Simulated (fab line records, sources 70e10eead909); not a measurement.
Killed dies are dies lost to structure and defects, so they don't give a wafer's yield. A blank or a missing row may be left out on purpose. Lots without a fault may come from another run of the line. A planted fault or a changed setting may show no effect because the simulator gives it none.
fab line records | flow nand_harc | part 1 of 2: steps 1 to 28 of 44
record lots=5 wafers=15 last_day=33
route steps=1302 shown A_BLC@1133 A_M0@1137 A_M1@1169
lots that met no fault: from a run of the same line without faults
start_h: hours from the record's first day to the start of the lot's first wafer shown | wait_h: hours since the lot's step before | " the same as in the row above | L1.1+2: a row that stands for several wafers | - no value, or no start given | * or withheld: withheld | < > ~ a bound
route shown NAME@n: a module of which the file shows steps, and the number in the route of the first | usual: mean/standard deviation of fault-free wafers | same: alike in all rows | chamber/n: place in a boat | sites: the reading at each site | _std_site: their standard deviation | _edge_site: outer sites' mean less inner sites' | radius_mm: how far each site lies from the wafer's centre | mask NAME#n: copy n | behind: the tool/chamber that last shaped the wafer | hold: why the lot was held/for how many hours/how that ended | device: the transistor (n, p or np) that didn't switch | end of line: the same wafers' tests at the end of the route | a step without rows: its recipe alone | killed: dies lost to structure and defects at the first sort, not the wafer's yield | map: a wafer's dies, x killed, . not, _ none there
set.NAME: the setting as run; set.NAME@STEP: as run at that earlier step | model.NAME: the simulator's own value behind a step, which no gauge read
lots at some steps of the route; a table a step, a row a wafer
services: from which hour (start_h, from the record's first day; less than 0 if before it) a tool's chamber was out of use, for how many hours, and why
## steps
# step NHARC_A_BLC_CMP_25
# recipe t_overpolish_s=30 target_thk_nm=150
# usual motor_current_A=11.5/1 overpolish_run_s=29.999/0.0077 time_to_endpoint_s=29.5/2
# columns lot.wafer tool chamber start_h wait_h motor_current_A overpolish_run_s time_to_endpoint_s
L076.1 cmp-04 1 533.82 0.5 11.7 29.997 26.9
L076.6 " 0 " " 9.9 29.995 29.8
L076.5 " 1 " " 10.9 30.019 26.8
L083.2 cmp-03 0 612.10 0.4 11.4 30.006 29.0
L083.3 " 3 " " 12.2 30.018 30.2
L083.5 " 1 " " 9.2 30.008 29.9
L090.2 cmp-01 2 673.29 0.5 10.5 29.993 26.4
L090.4 " 1 " " 12.0 29.994 26.3
L090.5 " 2 " " 11.3 29.996 27.7
L089.2 cmp-01 2 674.65 0.4 10.8 29.989 32.3
L089.1 " 3 " " 10.9 29.993 28.1
L089.6 " 3 " " 10.7 30.009 27.6
L097.2 cmp-04 3 751.83 0.5 11.0 30.000 28.3
L097.3 " 0 " " 10.2 29.993 29.5
L097.6 " 3 " " 10.8 30.013 28.9
# step NHARC_A_BLC_SRD_27
# columns lot.wafer tool chamber start_h wait_h
L076.6+5+1 wet_bench-06 7,0,1 534.12 0.0
L083.3+5+2 wet_bench-09 5,7,0 612.42 0.0
L090.4+2+5 wet_bench-07 3,6,7 673.61 0.0
L089.2+6+1 wet_bench-07 3,5,0 674.98 0.0
L097.3+2+6 wet_bench-09 1,4,5 752.13 0.0
# step NHARC_A_BLC_INSPECT_28
# usual raw_defect_count=538/100
# columns lot.wafer tool chamber start_h wait_h raw_defect_count
L076.1 defect_inspect-01 - 534.20 0.1 491
L076.5 " - " " 642
L076.6 " - " " 776
L083.2 defect_inspect-01 - 612.50 0.1 592
L083.3 " - " " 420
L083.5 " - " " 464
L090.2 defect_inspect-01 - 673.69 0.1 521
L090.4 " - " " 728
L090.5 " - " " 648
L089.1 defect_inspect-01 - 675.06 0.1 366
L089.2 " - " " 313
L089.6 " - " " 608
L097.2 defect_inspect-01 - 752.21 0.1 628
L097.3 " - " " 886
L097.6 " - " " 556
# step NHARC_A_M0_DEP_00
# recipe target_thk_a=1500 target_thk_nm=150 temp_c=withheld pressure_torr=5 flow_sccm=200 rf_w=600 material=SiOC
# columns lot.wafer tool chamber start_h wait_h
L076.1+6+5 pecvd-02 1,1,2 534.27 0.1
L083.2+3+5 pecvd-01 2,0,1 612.56 0.1
L090.2+4+5 pecvd-02 0,2,0 673.80 0.1
L089.1+2+6 pecvd-03 2,1,0 675.12 0.1
L097.2+3+6 pecvd-02 0,1,0 752.27 0.1
# step NHARC_A_M0_DEHYDRATE_01
# recipe temp_c=150 time_s=120
# columns lot.wafer tool chamber start_h wait_h
L076.1+5+6 litho_track-01 0 534.70 -
L083.2+3+5 litho_track-01 0 612.97 -
L090.2+4+5 litho_track-06 0 674.16 -
L089.1+2+6 litho_track-01 0 675.53 -
L097.2+3+6 litho_track-04 0 752.67 -
# step NHARC_A_M0_HMDS_02
# recipe time_s=30
# columns lot.wafer tool chamber start_h wait_h
L076.1+5+6 litho_track-01 0 - -
L083.2+3+5 litho_track-01 0 - -
L090.2+4+5 litho_track-06 0 - -
L089.1+2+6 litho_track-01 0 - -
L097.2+3+6 litho_track-04 0 - -
# step NHARC_A_M0_COAT_33
# recipe temp_c=200 time_s=65
# columns lot.wafer tool chamber start_h wait_h
L076.1+5+6 litho_track-01 0 - -
L083.2+3+5 litho_track-01 0 - -
L090.2+4+5 litho_track-06 0 - -
L089.1+2+6 litho_track-01 0 - -
L097.2+3+6 litho_track-04 0 - -
# step NHARC_A_M0_COAT_03
# recipe spin_rpm=1500 resist_thk_nm=90
# columns lot.wafer tool chamber start_h wait_h
L076.1+5+6 litho_track-01 0 - -
L083.2+3+5 litho_track-01 0 - -
L090.2+4+5 litho_track-06 0 - -
L089.1+2+6 litho_track-01 0 - -
L097.2+3+6 litho_track-04 0 - -
# step NHARC_A_M0_SOFTBAKE_04
# recipe temp_c=105 time_s=55
# columns lot.wafer tool chamber start_h wait_h
L076.1+5+6 litho_track-01 0 - -
L083.2+3+5 litho_track-01 0 - -
L090.2+4+5 litho_track-06 0 - -
L089.1+2+6 litho_track-01 0 - -
L097.2+3+6 litho_track-04 0 - -
# step NHARC_A_M0_EBR_05
# columns lot.wafer tool chamber start_h wait_h
L076.1+5+6 litho_track-01 0 - -
L083.2+3+5 litho_track-01 0 - -
L090.2+4+5 litho_track-06 0 - -
L089.1+2+6 litho_track-01 0 - -
L097.2+3+6 litho_track-04 0 - -
# step NHARC_A_M0_EXPOSE_06
# recipe na=1.35 target_cd_nm=80 dose_mj=83.25 mask_id=A_M0
# columns lot.wafer tool chamber start_h wait_h mask
L076.1+5+6 arfi_scanner-02 0 534.86 - A_M0#0
L083.2+3+5 arfi_scanner-01 0 613.13 - A_M0#0
L090.2+4+5 arfi_scanner-02 0 674.45 - A_M0#0
L089.1+2+6 arfi_scanner-02 0 675.69 - A_M0#0
L097.2+3+6 arfi_scanner-01 0 752.97 - A_M0#0
# step NHARC_A_M0_PEB_07
# recipe peb_temp_c=100 peb_time_s=65
# same peb_time_s=65
# columns lot.wafer tool chamber start_h wait_h
L076.1+5+6 litho_track-04 0 534.93 0.1
L083.2+3+5 litho_track-04 0 613.19 0.1
L090.2+4+5 litho_track-01 0 674.51 0.1
L089.1+2+6 litho_track-06 0 675.75 0.1
L097.2+3+6 litho_track-01 0 753.02 0.1
# step NHARC_A_M0_DEVELOP_08
# recipe develop_time_s=35 dev_temp_c=23
# columns lot.wafer tool chamber start_h wait_h
L076.1+5+6 litho_track-04 0 - -
L083.2+3+5 litho_track-04 0 - -
L090.2+4+5 litho_track-01 0 - -
L089.1+2+6 litho_track-06 0 - -
L097.2+3+6 litho_track-01 0 - -
# step NHARC_A_M0_CD_MEAS_09
# recipe target_cd_nm=80 landing_energy_ev=500
# usual cd_nm=80.2/0.61
# columns lot.wafer tool chamber start_h wait_h cd_nm
L076.1 cd_sem-01 0 535.01 - 81.2
L076.5 " 0 " " 81.1
L076.6 " 0 " " 81.4
L083.2 cd_sem-01 0 613.27 - 79.8
L083.3 " 0 " " 79.3
L083.5 " 0 " " 79.6
L090.2 cd_sem-01 0 674.59 - 79.9
L090.4 " 0 " " 79.5
L090.5 " 0 " " 79.4
L089.1 cd_sem-02 0 675.83 - 80.0
L089.2 " 0 " " 80.5
L089.6 " 0 " " 79.9
L097.2 cd_sem-02 0 753.10 - 80.8
L097.3 " 0 " " 79.7
L097.6 " 0 " " 79.2
# step NHARC_A_M0_OVL_MEAS_10
# recipe pitch_nm=160
# usual overlay_x_nm=0.1/0.79 overlay_y_nm=0.1/0.93
# columns lot.wafer tool chamber start_h wait_h overlay_x_nm overlay_y_nm
L076.1 overlay-02 - 535.09 - 0.3 0.1
L076.5 " - " " 0.1 -0.3
L076.6 " - " " -0.3 0.4
L083.2 overlay-01 - 613.36 - -0.4 -0.9
L083.3 " - " " -0.4 -1.0
L083.5 " - " " 0.6 -1.1
L090.2 overlay-02 - 674.68 - -0.6 -0.4
L090.4 " - " " -0.5 -0.8
L090.5 " - " " -0.5 -0.2
L089.1 overlay-01 - 675.92 - -0.9 0.7
L089.2 " - " " -0.6 0.4
L089.6 " - " " -1.2 0.0
L097.2 overlay-02 - 753.19 - -0.3 1.0
L097.3 " - " " 0.1 1.0
L097.6 " - " " 0.2 1.1
# step NHARC_A_M0_INSPECT_11
# usual raw_defect_count=88/25
# columns lot.wafer tool chamber start_h wait_h raw_defect_count
L076.1 defect_inspect-01 - 535.13 0.0 93
L076.5 " - " " 113
L076.6 " - " " 104
L083.2 defect_inspect-02 - 613.39 0.0 86
L083.3 " - " " 83
L083.5 " - " " 80
L090.2 defect_inspect-02 - 674.71 0.0 80
L090.4 " - " " 56
L090.5 " - " " 72
L089.1 defect_inspect-02 - 675.95 0.0 69
L089.2 " - " " 65
L089.6 " - " " 68
L097.2 defect_inspect-01 - 753.23 0.0 73
L097.3 " - " " 86
L097.6 " - " " 64
# step NHARC_A_M0_DESCUM_14
# recipe time_s=3 o2_flow_sccm=200 ar_flow_sccm=0 bias_power_w=0 chemistry=O2
# usual drypump_motor_current_A=5.8/0.4 oes_product_au=1.003/0.0092 rf_vpp_V=57.8/0.81 showerhead_plenum_p_Torr=1.93/0.085 throttle_valve_pct=11.310/0.0085
# columns lot.wafer tool chamber start_h wait_h drypump_motor_current_A oes_product_au rf_hours_counter_h rf_vpp_V showerhead_plenum_p_Torr throttle_valve_pct
L076.1 rie_diel-10 2 535.20 0.1 5.9 1.013 4.9 56.6 1.79 11.309
L076.6 " 1 " " 6.2 1.023 - 58.0 1.95 11.295
L076.5 " 2 " " 5.9 1.005 - 58.3 1.79 11.300
L083.3 rie_diel-10 2 613.46 0.1 6.0 0.995 0.1 56.6 1.79 11.289
L083.2 " 0 " " 5.3 1.000 0.2 59.2 2.02 11.308
L083.5 " 1 " " 6.2 1.006 - 57.8 1.95 11.318
L090.4 rie_diel-10 0 674.77 0.1 5.3 1.005 4.3 57.0 2.02 11.306
L090.2 " 2 " " 6.0 0.998 4.5 58.0 1.79 11.313
L090.5 " 1 " " 6.2 1.012 - 58.5 1.95 11.316
L089.2 rie_diel-10 1 676.02 0.1 6.2 0.991 5.0 58.5 1.95 11.327
L089.1 " 0 " " 5.4 1.003 4.4 58.5 2.02 11.297
L089.6 " 2 " " 6.0 0.999 - 57.2 1.79 11.318
L097.3 rie_diel-13 2 753.30 0.1 5.5 1.003 0.9 58.1 1.99 11.311
L097.2 " 3 " " 5.1 1.011 0.5 58.2 1.97 11.315
L097.6 " 1 " " 5.4 0.983 - 57.3 1.99 11.323
# step NHARC_A_M0_ETCH_34
# recipe target_depth_a=400 overetch_a=120 time_s=43.94 ion_energy_ev=200 n2_flow_sccm=150 h2_flow_sccm=150 ar_flow_sccm=0 rf_w=400 bias_w=150 chemistry=N2/H2
# usual drypump_motor_current_A=5.8/0.39 h2_flow_sccm=150.0/0.47 oes_product_au=1.001/0.0096 rf_vpp_V=430.8/2.7 showerhead_plenum_p_Torr=2.05/0.094 throttle_valve_pct=14.172/0.0088
# columns lot.wafer tool chamber start_h wait_h drypump_motor_current_A h2_flow_sccm oes_product_au rf_hours_counter_h rf_vpp_V showerhead_plenum_p_Torr throttle_valve_pct
L076.1 rie_diel-10 1 535.29 0.1 6.2 149.8 1.024 5.0 431.3 2.08 14.171
L076.6 " 2 " " 5.9 150.3 1.011 - 426.1 1.91 14.185
L076.5 " 0 " " 5.3 149.6 1.024 - 434.4 2.16 14.179
L083.2 rie_diel-10 2 613.54 0.1 6.0 149.5 0.996 0.2 425.7 1.91 14.178
L083.3 " 1 " " 6.2 150.8 0.994 0.2 431.8 2.08 14.172
L083.5 " 3 " " 5.9 149.8 1.008 - 431.3 2.08 14.181
L090.2 rie_diel-10 3 674.87 0.1 5.9 149.6 0.986 3.9 432.5 2.08 14.166
L090.4 " 0 " " 5.3 150.9 1.002 4.3 434.3 2.16 14.168
L090.5 " 1 " " 6.2 149.8 1.009 - 433.4 2.08 14.161
L089.2 rie_diel-10 3 676.11 0.1 5.9 150.5 0.991 3.9 431.5 2.08 14.173
L089.1 " 1 " " 6.2 150.8 1.004 5.0 430.7 2.08 14.168
L089.6 " 3 " " 5.9 149.7 0.997 - 431.3 2.08 14.174
L097.2 rie_diel-13 0 753.38 0.1 6.2 150.7 0.993 0.8 428.5 1.98 14.181
L097.3 " 1 " " 5.4 150.7 0.973 1.0 433.0 2.12 14.165
L097.6 " 3 " " 5.1 149.4 0.988 - 431.7 2.10 14.176
# step NHARC_A_M0_ETCH_15
# recipe target_depth_a=1500 overetch_a=150 time_s=82.5 c4f8_flow_sccm=withheld ar_flow_sccm=400 rf_w=600 bias_w=300 chemistry=C4F8/Ar
# usual oes_product_au=0.956/0.019 rf_vpp_V=441.3/2.8
# columns lot.wafer tool chamber start_h wait_h oes_product_au rf_hours_counter_h rf_vpp_V
L076.1 rie_diel-10 2 - - 0.964 5.0 437.0
L076.6 " 2 " " 0.952 - 436.3
L076.5 " 1 " " 0.974 - 441.7
L083.2 rie_diel-10 2 - - 0.961 0.2 436.6
L083.3 " 0 " " 0.982 0.2 444.0
L083.5 " 2 " " 0.967 - 436.6
L090.4 rie_diel-10 0 - - 0.960 4.3 444.2
L090.2 " 2 " " 0.984 4.5 437.3
L090.5 " 0 " " 0.967 - 442.9
L089.2 rie_diel-10 1 - - 0.969 5.0 443.0
L089.1 " 2 " " 0.959 4.6 436.0
L089.6 " 0 " " 0.971 - 443.2
L097.2 rie_diel-13 0 - - 0.973 0.9 438.8
L097.3 " 1 " " 0.947 1.0 442.0
L097.6 " 3 " " 0.964 - 443.1
# step NHARC_A_M0_CD_MEAS_16
# usual cd_nm=80.2/0.69
# columns lot.wafer tool chamber start_h wait_h cd_nm
L076.1 cd_sem-01 - 535.54 - 81.3
L076.5 " - " " 81.2
L076.6 " - " " 81.0
L083.2 cd_sem-03 - 613.76 - 78.9
L083.3 " - " " 79.1
L083.5 " - " " 80.1
L090.2 cd_sem-01 - 675.07 - 81.6
L090.4 " - " " 79.6
L090.5 " - " " 79.6
L089.1 cd_sem-02 - 676.32 - 79.9
L089.2 " - " " 81.2
L089.6 " - " " 80.8
L097.2 cd_sem-01 - 753.59 - 81.3
L097.3 " - " " 80.8
L097.6 " - " " 78.1
# step NHARC_A_M0_STRIP_18
# recipe power_w=1000 n2_flow_sccm=150 h2_flow_sccm=150 ar_flow_sccm=0 bias_w=0 chemistry=N2/H2
# usual drypump_motor_current_A=5.7/0.49 h2_flow_sccm=149.9/0.46 oes_product_au=0.996/0.0099 rf_vpp_V=90.8/1 showerhead_plenum_p_Torr=2.05/0.089 throttle_valve_pct=14.170/0.0083
# columns lot.wafer tool chamber start_h wait_h drypump_motor_current_A h2_flow_sccm oes_product_au rf_hours_counter_h rf_vpp_V showerhead_plenum_p_Torr throttle_valve_pct
L076.1 rie_diel-10 0 535.62 0.1 5.3 150.1 1.013 5 91.4 2.16 14.185
L076.5 " 0 " " 5.3 149.6 1.010 - 91.9 2.16 14.176
L076.6 " 2 " " 5.9 150.5 1.009 - 90.2 1.91 14.159
L083.2 rie_diel-10 0 613.88 0.1 5.3 149.3 0.998 0 91.4 2.16 14.177
L083.3 " 1 " " 6.3 149.3 1.003 0 91.3 2.08 14.175
L083.5 " 2 " " 5.9 150.4 0.994 - 88.5 1.91 14.163
L090.2 rie_diel-13 2 675.17 0.1 5.5 149.6 0.994 10 89.8 2.12 14.174
L090.4 " 0 " " 6.2 149.3 0.988 8 90.9 1.98 14.170
L090.5 " 2 " " 5.5 150.2 0.993 - 90.8 2.12 14.174
L089.1 rie_diel-02 3 676.45 0.1 5.5 149.3 0.995 5 89.5 1.93 14.159
L089.2 " 0 " " 6.6 149.3 0.991 6 89.4 1.94 14.179
L089.6 " 1 " " 4.9 149.0 0.995 - 91.1 1.97 14.183
L097.2 rie_diel-10 3 753.66 0.1 5.9 149.8 0.989 8 90.1 2.08 14.155
L097.3 " 1 " " 6.2 150.2 0.999 9 91.2 2.08 14.151
L097.6 " 3 " " 5.9 150.5 0.996 - 93.1 2.08 14.188
# step NHARC_A_M0_STRIP_19
# recipe time_s=600 temp_c=30 chemistry=post_etch_residue_remover
# columns lot.wafer tool chamber start_h wait_h
L076.1+5+6 wet_bench-05 2,3,4 535.97 -
L083.5+2+3 wet_bench-01 4,5,7 614.10 -
L090.5+4+2 wet_bench-04 3,6,0 675.42 -
L089.6+2+1 wet_bench-01 2,4,7 676.67 -
L097.3+6+2 wet_bench-01 1,4,6 753.93 -
# step NHARC_A_M0_DEGAS_28
# recipe temp_c=250 time_s=60
# usual heater_power_w=342/35 susceptor_temp_C=250.02/0.18
# columns lot.wafer tool chamber start_h wait_h heater_power_w susceptor_temp_C
L076.1 pvd_sputter-02 - 536.23 - 326 250.08
L076.6 " - " " 322 250.21
L076.5 " - " " 427 250.06
L083.3 pvd_sputter-03 - 614.38 - 331 249.57
L083.2 " - " " 336 249.78
L083.5 " - " " 333 250.13
L090.2 pvd_sputter-03 - 675.69 - 334 -
L090.4 " - " " 325 -
L090.5 " - " " 343 -
L089.2 pvd_sputter-02 - 676.94 - 320 250.31
L089.1 " - " " 331 250.19
L089.6 " - " " 330 250.01
L097.2 pvd_sputter-02 - 754.20 - 319 249.76
L097.3 " - " " 320 249.83
L097.6 " - " " 315 249.99
# step NHARC_A_M0_PRE_CLEAN_29
# recipe time_s=30 temp_c=280 gas=H2/He
# usual heater_power_w=419/43 susceptor_temp_C=280.03/0.19
# columns lot.wafer tool chamber start_h wait_h heater_power_w susceptor_temp_C
L076.1 pvd_sputter-02 - - - 389 279.91
L076.5 " - " " 366 280.03
L076.6 " - " " 427 280.46
L083.2 pvd_sputter-03 - - - 420 279.74
L083.3 " - " " 408 279.96
L083.5 " - " " 431 279.86
L090.2 pvd_sputter-03 - - - 416 279.95
L090.4 " - " " 410 280.35
L090.5 " - " " 437 280.05
L089.1 pvd_sputter-02 - - - 550 279.85
L089.2 " - " " 391 280.20
L089.6 " - " " 382 279.84
L097.3 pvd_sputter-02 - - - 408 279.85
L097.2 " - " " 540 280.04
L097.6 " - " " 392 279.91
# step NHARC_A_M0_PVD_20
# recipe target_thk_a=50 bias_v=168.6 power_w=15000 chamber_pressure_pa=0.12 time_s=8.06 substrate_temp_c=50 material=TaN
# usual throttle_valve_pct=30.5/0.91
# columns lot.wafer tool chamber start_h wait_h throttle_valve_pct
L076.1 pvd_sputter-02 - - - 31.4
L076.5 " - " " 28.9
L076.6 " - " " 29.1
L083.3 pvd_sputter-03 - - - 31.3
L083.2 " - " " 31.2
L083.5 " - " " 31.8
L090.4 pvd_sputter-03 - - - 30.6
L090.2 " - " " 30.3
L090.5 " - " " 31.0
L089.1 pvd_sputter-02 - - - 31.1
L089.2 " - " " 29.3
L089.6 " - " " 30.9
L097.2 pvd_sputter-02 - - - 29.2
L097.3 " - " " 30.7
L097.6 " - " " 29.1
# step NHARC_A_M0_PVD_21
# recipe target_thk_a=300 chamber_pressure_pa=5 power_w=5000 substrate_temp_c=30 time_s=20.49 material=Cu
# usual throttle_valve_pct=30.5/0.89
# columns lot.wafer tool chamber start_h wait_h throttle_valve_pct
L076.1 pvd_sputter-02 - - - 31.5
L076.6 " - " " 29.6
L076.5 " - " " 31.2
L083.3 pvd_sputter-03 - - - 31.6
L083.2 " - " " 30.3
L083.5 " - " " 31.3
L090.4 pvd_sputter-03 - - - 31.7
L090.2 " - " " 31.0
L090.5 " - " " 31.0
L089.1 pvd_sputter-02 - - - 29.5
L089.2 " - " " 29.2
L089.6 " - " " 29.5
L097.3 pvd_sputter-02 - - - 30.7
L097.2 " - " " 29.4
L097.6 " - " " 29.5
# step NHARC_A_M0_ECD_22
# recipe target_thk_a=4000 bath_temp_c=25 material=Cu
# columns lot.wafer tool chamber start_h wait_h
L076.1+5+6 ecd_cu-01 1,1,0 536.59 -
L083.2+3+5 ecd_cu-01 0,1,1 614.78 -
L090.2+4+5 ecd_cu-02 0,0,1 676.10 -
L089.2+1+6 ecd_cu-01 0,1,1 677.30 -
L097.2+3+6 ecd_cu-01 1 754.61 -
# step NHARC_A_M0_ANNEAL_30
# recipe temp_c=225 time_s=90
# usual wafer_temp_C_max=226.3/0.53
# columns lot.wafer tool chamber start_h wait_h wafer_temp_C_max
L076.1 rtp_anneal-02 0 537.11 - 226.5
L076.5 " 0 " " 226.7
L076.6 " 0 " " 226.8
L083.2 rtp_anneal-02 0 615.16 0.3 226.6
L083.3 " 0 " " 226.8
L083.5 " 0 " " 226.3
L090.2 rtp_anneal-02 0 676.48 - 227.3
L090.4 " 0 " " 226.6
L090.5 " 0 " " 227.0
L089.1 rtp_anneal-01 0 677.68 0.3 225.5
L089.2 " 0 " " 225.6
L089.6 " 0 " " 225.8
L097.2 rtp_anneal-01 0 755.22 - 225.6
L097.3 " 0 " " 225.8
L097.6 " 0 " " 225.8
